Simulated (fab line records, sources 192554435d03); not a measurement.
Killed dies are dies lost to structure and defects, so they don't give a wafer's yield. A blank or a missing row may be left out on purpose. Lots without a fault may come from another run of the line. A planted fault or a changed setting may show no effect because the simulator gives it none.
fab line records | flow n5_finfet
record lots=4 wafers=12 last_day=16
route steps=1938 shown MOL_CONTACT_COAG@626 BEOL_M0_SAQP@632 BEOL_M0_CUTY@710 BEOL_M4@1111 PASSIVATION@1936
lots that met no fault: from a run of the same line without faults
start_h: hours from the record's first day to the start of the lot's first wafer shown | wait_h: hours since the lot's step before | " the same as in the row above | L1.1+2: a row that stands for several wafers | - no value, or no start given | * or withheld: withheld | < > ~ a bound
route shown NAME@n: a module of which the file shows steps, and the number in the route of the first | usual: mean/standard deviation of fault-free wafers | same: alike in all rows | chamber/n: place in a boat | sites: the reading at each site | _std_site: their standard deviation | _edge_site: outer sites' mean less inner sites' | radius_mm: how far each site lies from the wafer's centre | mask NAME#n: copy n | behind: the tool/chamber that last shaped the wafer | hold: why the lot was held/for how many hours/how that ended | device: the transistor (n, p or np) that didn't switch | end of line: the same wafers' tests at the end of the route | a step without rows: its recipe alone | killed: dies lost to structure and defects at the first sort, not the wafer's yield | map: a wafer's dies, x killed, . not, _ none there
set.NAME: the setting as run; set.NAME@STEP: as run at that earlier step | model.NAME: the simulator's own value behind a step, which no gauge read
lots at some steps of the route; a table a step, a row a wafer
services: from which hour (start_h, from the record's first day; less than 0 if before it) a tool's chamber was out of use, for how many hours, and why
## steps
# step N5_MOL_CONTACT_COAG_SRD_128
# recipe dry_time_s=32 dry=n2_spin spin_rpm=1500
# step N5_MOL_CONTACT_COAG_CMP_52
# recipe stop_on=SiO2 t_overpolish_s=1.5 post_cmp_clean=w_dilute_nh4oh down_force_psi=4 platen_rpm=50.289 pad_velocity_m_s=1.0006 target_thk_nm=66.5
# step N5_MOL_CONTACT_COAG_ANNEAL_112
# recipe temp_c=400 time_s=1800 ambient=HPD2 pressure_atm=10
# step N5_BEOL_M0_SAQP_PECVD_00
# recipe material=SiCN target_thk_a=80 temp_c=withheld precursor=3MS/NH3 pressure_torr=3 rf_w=202 time_s=14
# step N5_BEOL_M0_SAQP_ILD_DEP_01
# recipe material=SiOC target_thk_a=454.19 temp_c=350 precursor=DEMS/O2 pressure_torr=5 rf_w=500 time_s=8.7
# step N5_BEOL_M0_SAQP_HM_DEP_02
# recipe material=TiN target_thk_a=120 temp_c=25 chamber_pressure_pa=0.49996
# step N5_BEOL_M0_SAQP_PECVD_03
# recipe material=SiCN target_thk_a=120 temp_c=withheld precursor=3MS/NH3 pressure_torr=3 rf_w=202 time_s=21.1
# step N5_BEOL_M0_SAQP_PECVD_96
# recipe material=a-Si target_thk_a=450 temp_c=350 precursor=SiH4/He pressure_torr=3 rf_w=100 time_s=45.2
# step N5_BEOL_M0_SAQP_PECVD_97
# recipe material=SiNx target_thk_a=230 temp_c=350 precursor=SiH4/NH3/N2 pressure_torr=1.5 rf_w=300 time_s=19.9
# step N5_BEOL_M0_SAQP_PECVD_04
# recipe material=a-Si target_thk_a=600 temp_c=350 precursor=SiH4/He pressure_torr=3 rf_w=100 time_s=60.2
# usual heater_power_w=618/96 showerhead_plenum_p_Torr=5.70/0.049 throttle_valve_pct=18.4/0.9
# columns lot.wafer tool chamber start_h wait_h heater_power_w showerhead_plenum_p_Torr since_wet_clean_h throttle_valve_pct
L495.4 pecvd-03 0 106.61 0.0 657 5.78 - 18.2
L495.5 " 2 " " 617 5.68 - 18.3
L495.6 " 1 " " 603 5.77 - 19.5
L510.4 pecvd-02 2 201.07 0.0 531 5.65 - 17.6
L510.5 " 1 " " 485 5.69 - 19.3
L510.6 " 0 " " 712 5.69 - 18.1
L512.2 pecvd-03 0 210.54 0.0 717 5.77 733 18.6
L512.4 " 1 " " 640 5.76 - 19.2
L512.5 " 0 " " 711 5.78 - 19.0
L514.1 pecvd-03 1 223.24 0.1 593 5.76 1471 19.3
L514.2 " 1 " " 589 5.79 - 19.4
L514.4 " 1 " " 574 5.77 - 19.4
# step N5_BEOL_M0_SAQP_HM_DEP_111
# recipe material=SiO2 target_thk_a=120 temp_c=400 precursor=SiH4/N2O pressure_torr=0.75 rf_w=275 time_s=7.2
# step N5_BEOL_M0_SAQP_COAT_81
# recipe resist=SOC temp_c=250 time_s=60 spin_rpm=1500 resist_thk_nm=100
# step N5_BEOL_M0_SAQP_COAT_82
# recipe resist=SiARC temp_c=220 time_s=60 spin_rpm=1500 resist_thk_nm=30
# step N5_BEOL_M0_SAQP_COAT_08
# recipe resist=CAR-ArF spin_rpm=1500 resist_thk_nm=90
# step N5_BEOL_M0_SAQP_EBR_10
# recipe solvent=PGMEA ebr_width_mm=1.5
# step N5_BEOL_M0_SAQP_SOFTBAKE_09
# recipe temp_c=110 time_s=60 resist=CAR-ArF
# step N5_BEOL_M0_SAQP_EXPOSE_11
# recipe mask_id=M0_CORE na=1.35 source_shape=dipole sigma_inner=0.538 sigma_outer=0.738 polarization=te target_cd_nm=42 dose_mj=55
# step N5_BEOL_M0_SAQP_PEB_12
# recipe peb_temp_c=withheld peb_time_s=60 resist=CAR-ArF
# step N5_BEOL_M0_SAQP_DEVELOP_13
# recipe develop_time_s=30 developer=TMAH resist=CAR-ArF dev_temp_c=23 rinse_liquid=diw dry=air_spin
# step N5_BEOL_M0_SAQP_INSPECT_16
# recipe mode=adi inspect_instrument=brightfield
# usual raw_defect_count=496/120
# columns lot.wafer tool chamber start_h wait_h raw_defect_count
L495.4 defect_inspect-01 - 107.08 0.0 364
L495.5 " - " " 340
L495.6 " - " " 637
L510.4 defect_inspect-02 - 201.55 0.0 491
L510.5 " - " " 533
L510.6 " - " " 560
L512.2 defect_inspect-01 - 211.08 0.0 1335
L512.4 " - " " 1187
L512.5 " - " " 1261
L514.1 defect_inspect-02 - 224.00 0.0 1391
L514.2 " - " " 1189
L514.4 " - " " 1439
# step N5_BEOL_M0_SAQP_DESCUM_19
# recipe chemistry=O2 time_s=7.9 source_power_w=50 bias_power_w=20 pressure_mtorr=20 rf_frequency_hz=2.712e+07 temp_c=40 resist=CAR-ArF o2_flow_sccm=225
# step N5_BEOL_M0_SAQP_ETCH_83
# recipe chemistry=CF4 target=SiARC target_depth_a=390 mask_material=CAR-ArF time_s=65 ion_energy_ev=80 pressure_mtorr=40 source_w=545 bias_w=36 Ar_flow_sccm=100 cf4_flow_sccm=100 ends=cleared
# step N5_BEOL_M0_SAQP_ETCH_84
# recipe chemistry=N2/H2 target=SOC target_depth_a=1000 overetch_a=200 mask_material=SiARC temp_c=40 time_s=150 ion_energy_ev=200 pressure_mtorr=30 source_w=840 bias_w=150 n2_flow_sccm=200 h2_flow_sccm=200
# step N5_BEOL_M0_SAQP_STRIP_80
# recipe chemistry=N2/H2 temp_c=40 n2_flow_sccm=200 h2_flow_sccm=200 rf_frequency_hz=6e+07
# step N5_BEOL_M0_SAQP_HM_OPEN_112
# recipe chemistry=CHF3/O2 target=SiO2 stop_on=a-Si target_depth_a=120 over_etch_frac=1.25 mask_material=SOC time_s=13.5 pressure_mtorr=30 source_w=650 bias_w=170 Ar_flow_sccm=200 CHF3_flow_sccm=50 O2_flow_sccm=5 ion_energy_ev=200 ends=end_point
# step N5_BEOL_M0_SAQP_STRIP_113
# recipe chemistry=CHF3/O2 resist=SiARC rf_frequency_hz=6e+07
# step N5_BEOL_M0_SAQP_MANDREL_ETCH_20
# recipe target_depth_a=600 chemistry=HBr/Cl2 target=a-Si stop_on=SiNx bt_time_s=10 mask_material=SOC over_etch_frac=0.5 time_s=30 pressure_mtorr=10 icp_w=800 bias_w=75 HBr_flow_sccm=150 Cl2_flow_sccm=80 ends=end_point
# step N5_BEOL_M0_SAQP_STRIP_86
# recipe chemistry=N2/H2 power_w=500 temp_c=40 pressure_mtorr=50 rf_frequency_hz=6e+07 overash_fraction=0.3 bias_power_w=28 h2_frac=0.5 n2_flow_sccm=300 h2_flow_sccm=300
# step N5_BEOL_M0_SAQP_STRIP_115
# recipe chemistry=post_etch_residue_remover time_s=60 temp_c=25 remover_ph=withheld remover_water_wt_pct=withheld remover_fluoride_wt_pct=withheld
# step N5_BEOL_M0_SAQP_SRD_93
# recipe dry=ipa_marangoni time_s=30 temp_c=23 rinse_liquid=diw
# step N5_BEOL_M0_SAQP_RECESS_114
# recipe chemistry=HF/NH3 target=SiO2 target_depth_a=144 afs_cycles=3 temp_c=30 sublimation_temp_c=180 sublimation_time_s=60
# step N5_BEOL_M0_SAQP_SPACER1_ALD_98
# recipe material=SiO2 target_thk_a=128 temp_c=300 ald_precursor_family=BDEAS ald_co_reactant=O2-plasma pulse_time_s=1 purge_time_s=2 co_reactant_purge_time_s=2 ald_cycles=138 pressure_torr=2
# step N5_BEOL_M0_SAQP_SPACER1_ETCHBACK_99
# recipe chemistry=CHF3/O2 mode=anisotropic_etchback target=SiO2 target_depth_a=154 time_s=7.7 pressure_mtorr=30 source_w=650 bias_w=170 Ar_flow_sccm=200 CHF3_flow_sccm=50 O2_flow_sccm=5 ion_energy_ev=200
# step N5_BEOL_M0_SAQP_MANDREL1_REMOVE_100
# recipe chemistry=HBr/Cl2/O2 bt_time_s=10 target=a-Si stop_on=SiNx endpoint=OES-SiCl over_etch_frac=0.85 icp_w=600 bias_w=30 HBr_flow_sccm=150 Cl2_flow_sccm=80 O2_flow_sccm=5 pressure_mtorr=10
# step N5_BEOL_M0_SAQP_ETCH_101
# recipe chemistry=CH3F/O2 target=SiNx mask_material=SiO2 target_depth_a=299 time_s=42.7 pressure_mtorr=30 source_w=395 bias_w=73 Ar_flow_sccm=150 CH3F_flow_sccm=30 O2_flow_sccm=20 ion_energy_ev=120
# step N5_BEOL_M0_SAQP_INSPECT_42
# recipe mode=adi inspect_instrument=brightfield
# usual raw_defect_count=294/75
# columns lot.wafer tool chamber start_h wait_h raw_defect_count
L495.4 defect_inspect-01 - 111.64 0.0 365
L495.5 " - " " 226
L495.6 " - " " 359
L510.4 defect_inspect-02 - 205.89 0.0 316
L510.5 " - " " 371
L510.6 " - " " 322
L512.2 defect_inspect-01 - 215.55 0.1 986
L512.4 " - " " 1078
L512.5 " - " " 1119
L514.1 defect_inspect-02 - 228.52 0.1 1241
L514.2 " - " " 1055
L514.4 " - " " 1133
# step N5_BEOL_M0_CUTY_INSPECT_59
# recipe mode=adi inspect_instrument=macro
# usual raw_defect_count=2.0/1.5
# columns lot.wafer tool chamber start_h wait_h raw_defect_count
L495.4 defect_inspect-01 - 113.08 0.0 2
L495.5 " - " " 1
L495.6 " - " " 3
L510.4 defect_inspect-02 - 207.24 0.0 3
L510.5 " - " " 1
L510.6 " - " " 0
L512.2 defect_inspect-01 - 217.31 0.0 >300
L512.4 " - " " >300
L512.5 " - " " >300
L514.1 defect_inspect-02 - 230.02 0.0 >300
L514.2 " - " " >300
L514.4 " - " " >300
# step N5_BEOL_M4_RC_MEAS_101
# usual DIBL_N=35.8/1.6 DIBL_P=36.0/2.1 IOFF_N=0.153/0.026 IOFF_P=0.21/0.037 ION_N=673/11 ION_P=462/7.6 SS_N=71.4/0.53 SS_P=73.2/0.67 VT_N=250/3.2 VT_P=-250/3.7
# columns lot.wafer tool chamber start_h wait_h DIBL_N[mV/V] DIBL_P[mV/V] IOFF_N[nA/um] IOFF_P[nA/um] ION_N[uA/um] ION_P[uA/um] SS_N[mV/dec] SS_P[mV/dec] VT_N[mV] VT_P[mV]
L495.4 prober-02 0 169.88 0.5 33.7 34.6 0.130 0.19 675 469 70.5 72.6 251 -250
L495.5 " 0 " " 36.0 37.8 0.163 0.24 694 477 71.3 72.8 247 -248
L495.6 " 0 " " 32.9 33.0 0.114 0.16 670 460 70.0 72.0 252 -254
L510.4 prober-01 0 269.09 0.5 34.7 34.5 0.133 0.19 666 459 71.5 72.3 257 -252
L510.5 " 0 " " 34.2 34.7 0.123 0.19 672 464 71.8 72.3 256 -249
L510.6 " 0 " " 35.7 36.5 0.150 0.22 663 470 71.8 73.2 253 -250
L512.2 prober-01 0 276.04 0.2 36.5 38.1 0.170 0.22 676 474 71.2 74.0 249 -250
L512.4 " 0 " " 32.1 32.4 0.097 0.14 646 445 70.9 72.8 257 -258
L512.5 " 0 " " 33.8 34.6 0.127 0.17 657 454 71.2 73.0 253 -255
L514.1 prober-01 0 289.30 0.0 38.0 39.5 0.183 0.24 679 465 72.1 74.6 252 -250
L514.2 " 0 " " 39.4 40.2 0.217 0.27 695 469 72.5 74.8 249 -250
L514.4 " 0 " " 36.0 35.2 0.145 0.18 667 454 71.4 73.5 251 -254
# step N5_PASSIVATION_PROBE_49
# usual defect_limited_yield=91.3/1.5 killed_at_M0_to_M3=33/12 killed_at_M4_up=13/5.2 killed_at_contacts=13/6.7 killed_at_front_end=40/11 killed_at_other=4.1/2.7 killed_dies=103/17 killed_on_rim=14/4.2 killed_open=69/13 killed_short=33/8.4 sort_bin_5_function=5.1/1 sort_bin_6_memory=3.2/0.62 sort_bin_8_speed=0.00/0.014 sort_n_pass=1077/17
# same gross_dies=1180 killed_at_back_side=0 sort_bin_4_leakage[%]=0
# columns lot.wafer tool chamber start_h wait_h defect_limited_yield[%] killed_at_M0_to_M3 killed_at_M4_up killed_at_contacts killed_at_front_end killed_at_other killed_dies killed_on_rim killed_open killed_short sort_bin_5_function[%] sort_bin_6_memory[%] sort_bin_8_speed[%] sort_n_pass
L495.4 prober-01 - 270.72 0.2 91.0 32 20 16 35 3 106 21 77 27 4.2 4.5 0 1074
L495.5 prober-01 - 270.77 0.2 92.1 37 7 7 41 1 93 11 69 23 4.2 3.6 0 1087
L495.6 prober-01 - 270.82 0.3 93.4 19 22 6 26 5 78 5 51 25 3.7 2.9 0 1102
L510.4 prober-02 - 383.16 0.2 91.3 41 9 18 34 1 103 9 66 35 5.1 3.5 0 1077
L510.5 prober-02 - 383.21 0.2 90.8 39 15 16 37 1 108 10 68 38 4.7 4.0 0.17 1072
L510.6 prober-02 - 383.26 0.3 94.0 28 5 11 27 0 71 8 50 20 3.4 2.5 0 1109
L512.2 prober-02 - 388.20 0.1 80.4 165 14 13 36 3 231 15 59 29 11.7 4.2 0 949
L512.4 prober-02 - 388.30 0.2 89.3 80 11 5 25 5 126 31 50 32 5.7 3.4 0 1054
L512.5 prober-02 - 388.35 0.2 81.2 169 8 9 34 2 222 9 50 22 11.6 4.0 0 958
L514.1 prober-01 - 395.00 0.0 87.3 71 8 13 53 5 150 30 61 43 7.5 3.0 0 1030
L514.2 prober-01 - 395.05 0.1 87.1 77 7 17 44 7 152 30 59 39 6.5 4.0 0 1028
L514.4 prober-01 - 395.15 0.2 85.8 81 15 22 48 2 168 32 87 31 8.2 4.2 0 1012
# killed by level:class
L495.4 BEOL_M4:geometric_particle:open=13 MOL_CONTACT_COAG:geometric_particle:open=12 BEOL_M0_SAQP:geometric_particle:open=11 FIN_SAQP:geometric_particle:open=10 BEOL_M0_SAQP:geometric_particle:short=9 FIN_SAQP:geometric_particle:short=5 STI_FIN_REVEAL:geometric_particle:open=5 BEOL_M1:geometric_particle:open=5
L495.5 BEOL_M0_SAQP:geometric_particle:open=12 BEOL_M3:geometric_particle:open=12 FIN_SAQP:geometric_particle:open=9 FIN_SAQP:geometric_particle:short=7 MOL_CONTACT_COAG:geometric_particle:open=7 STI_FIN_REVEAL:geometric_particle:open=6 BEOL_M0_SAQP:geometric_particle:short=6 BEOL_M2:geometric_particle:open=4
L495.6 BEOL_M4:geometric_particle:open=12 FIN_SAQP:geometric_particle:open=7 FIN_SAQP:geometric_particle:short=7 MOL_CONTACT_COAG:geometric_particle:open=5 STARTING-WAFER:geometric_particle:open=5 BEOL_M0_SAQP:geometric_particle:short=4 BEOL_M2:geometric_particle:open=4 BEOL_M3:geometric_particle:open=3
L510.4 MOL_CONTACT_COAG:geometric_particle:open=15 FIN_SAQP:geometric_particle:short=12 BEOL_M2:geometric_particle:open=9 BEOL_M0_SAQP:geometric_particle:short=8 BEOL_M3:geometric_particle:open=6 BEOL_M1:geometric_particle:open=5 FIN_SAQP:geometric_particle:open=4 STI_FIN_REVEAL:geometric_particle:open=4
L510.5 BEOL_M0_SAQP:geometric_particle:open=14 MOL_CONTACT_COAG:geometric_particle:open=12 BEOL_M0_SAQP:geometric_particle:short=12 STI_FIN_REVEAL:geometric_particle:open=8 STARTING-WAFER:geometric_particle:short=7 BEOL_M2:geometric_particle:open=6 FIN_SAQP:geometric_particle:open=5 BEOL_M4:geometric_particle:open=5
L510.6 MOL_CONTACT_COAG:geometric_particle:open=11 BEOL_M0_SAQP:geometric_particle:open=10 FIN_SAQP:geometric_particle:open=8 STI_FIN_REVEAL:geometric_particle:open=7 BEOL_M2:geometric_particle:open=5 FIN_SAQP:geometric_particle:short=4 BEOL_M0_SAQP:geometric_particle:short=4 BEOL_M1:geometric_particle:short=3
L512.2 BEOL_M0_SAQP:unspecified=139 FIN_SAQP:geometric_particle:open=14 MOL_CONTACT_COAG:geometric_particle:open=12 FIN_SAQP:geometric_particle:short=10 BEOL_M2:geometric_particle:open=6 BEOL_M3:geometric_particle:open=5 BEOL_M1:geometric_particle:short=4 BEOL_M4:geometric_particle:open=4
L512.4 BEOL_M0_SAQP:unspecified=44 BEOL_M3:geometric_particle:open=8 BEOL_M1:geometric_particle:open=7 BEOL_M4:geometric_particle:open=7 BEOL_M0_SAQP:geometric_particle:short=6 BEOL_M2:geometric_particle:open=5 FIN_SAQP:geometric_particle:short=4 BEOL_M3:geometric_particle:short=4
L512.5 BEOL_M0_SAQP:unspecified=150 DUMMY_GATE:geometric_particle:open=9 MOL_CONTACT_COAG:geometric_particle:open=7 BEOL_M2:geometric_particle:open=7 FIN_SAQP:geometric_particle:short=6 FIN_SAQP:geometric_particle:open=6 BEOL_M1:geometric_particle:open=5 STARTING-WAFER:geometric_particle:open=5
L514.1 BEOL_M0_SAQP:unspecified=44 MOL_CONTACT_COAG:geometric_particle:open=12 FIN_SAQP:geometric_particle:short=11 FIN_SAQP:geometric_particle:open=11 GATE_CUT:geometric_particle:short=9 DUMMY_GATE:geometric_particle:open=8 BEOL_M0_SAQP:geometric_particle:short=6 BEOL_M0:geometric_particle:open=5
L514.2 BEOL_M0_SAQP:unspecified=49 MOL_CONTACT_COAG:geometric_particle:open=11 FIN_SAQP:geometric_particle:open=6 STI_FIN_REVEAL:geometric_particle:open=6 DUMMY_GATE:geometric_particle:open=6 GATE_CUT:geometric_particle:short=5 MOL_CONTACT_COAG:geometric_particle:short=5 BEOL_M1:geometric_particle:short=5
L514.4 BEOL_M0_SAQP:unspecified=48 MOL_CONTACT_COAG:geometric_particle:open=19 BEOL_M2:geometric_particle:open=11 ILD0:geometric_particle:open=7 BEOL_M1:geometric_particle:open=7 FIN_SAQP:geometric_particle:short=6 DUMMY_GATE:geometric_particle:open=6 ILD0:geometric_particle:short=6
# map L512.2 (x killed, . not)
_________________.......x..x.________________
______________.................._____________
___________.x................x.x...__________
__________.xx................x..x.x._________
________............xx...........x...._______
_______...................x...x...x....______
______.x................................_____
_____...x....x.......x...................____
____...............x......x..........x....___
___......x............x....x....x..........__
___x....xx...x........x.x.x.....x........x.__
__x.x................................x......_
__.x...x.........x.x.....xx..xxx......x....._
_..x......................xxx...x............
_......x........x........xxx.xxxx..x........x
_..................x...xxxxxxxxxxx.x...x.....
_....xx...............xxxxxxxxxxxxxx..x......
_x.....x......x.......xxxxxxxxxxxxxx.........
_................xx...xxxxxxxxxxxxxxx........
_..................x.xx.xxxxxxxxxxx..........
_....x..x.....x...x...xxxxxxxxxxxxx.xx.......
__......x....x........xxxxxxxxxxxx.x.x..x..x_
__....x...x...x..x...x.xxxxxxxxxx.x...x....._
___.....x..............x..xxxxxxxx.........__
___..x...............x...x.xxxxx...........__
____x................x.......x............___
_____...x......x..........x..............____
______............x.............x......._____
_______.x..................x...........______
________...................x....x....._______
__________........x................._________
___________x........x..............__________
______________.................._____________
_________________............________________
# map L514.4 (x killed, . not)
_________________..x.......xx________________
______________x................._____________
___________..x.......x.......x.....__________
__________.........................._________
________...x.............x.........x.._______
_______...x..x.............x...........______
______............x......x.........xxx.x_____
_____.....xx................x.x.x.x...xxx____
____...........xx....x................xxxx___
___...................xx..x..xx.....xxxxxxx__
___..........x........................xxxxx__
__............x......................xxxxxxx_
__x.x.....x...........................xxxxxx_
_.xx..x......x.........................xxxxxx
_..x..........................x..........xxxx
_..........x.......................x.....x.xx
_...x......x..xx...x.x.....................x.
_.........................................x..
_..x.........x..x.......x..............xx.x..
_x..........x.....x............x...........x.
_...............xx...............x......xx...
__..........x..............................._
__....x..x........x.......x.......x........._
___............x.x.x..............x.....x..__
___x.......x..................x...x.......x__
____..............x.x.........x........x..___
_____x..........x.......x..x...xx........____
______.......x...x..x...x.x...x........._____
_______......x...xx...xx...x........x..______
________..........x..x..........x....x_______
__________...................xx.x..._________
___________..x.......x.......x..x..__________
______________................x._____________
_________________........x...________________
## services
# columns tool chamber start_h hours kind
pecvd-02 - 139.84 0.3 repair
pecvd-02 2 164.86 29.8 repair
pecvd-02 - 165.15 0.4 repair
pecvd-02 1 189.86 2.9 repair
pecvd-03 2 202.38 - clean
pecvd-03 2 202.38 - consumable_replace:showerhead
pecvd-03 2 202.38 29.0 scheduled_down
pecvd-03 2 202.38 29.0 vent_cycle
pecvd-03 0 222.11 2.1 scheduled_down
## key
first_sign step=N5_BEOL_M0_SAQP_INSPECT_16 reading=raw_defect_count direction=up sigmas=6.5 usual=496 struck=1300
effect step=N5_BEOL_M0_SAQP_INSPECT_42 reading=raw_defect_count direction=up sigmas=11 usual=294 struck=1102
effect step=N5_BEOL_M0_CUTY_INSPECT_59 reading=raw_defect_count direction=up sigmas=99+ usual=2.0 struck=>300
effect step=N5_PASSIVATION_PROBE_49 reading=killed_at_M0_to_M3 direction=up sigmas=6.5 usual=33 struck=107
more_kills_born_at N5_BEOL_M0_SAQP_PECVD_04@pecvd-03=474
met_at N5_BEOL_M0_SAQP_PECVD_04
struck_wafers L512.2,L512.4,L512.5,L514.1,L514.2,L514.4
onset_between 106.61 210.54
also_fits time
fault kind=chamber_particle_source tool=pecvd-03 chamber=- onset_h=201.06 steps=N5_BEOL_M0_SAQP_PECVD_04 rate_per_visit_cm2=1.282 end_h=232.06
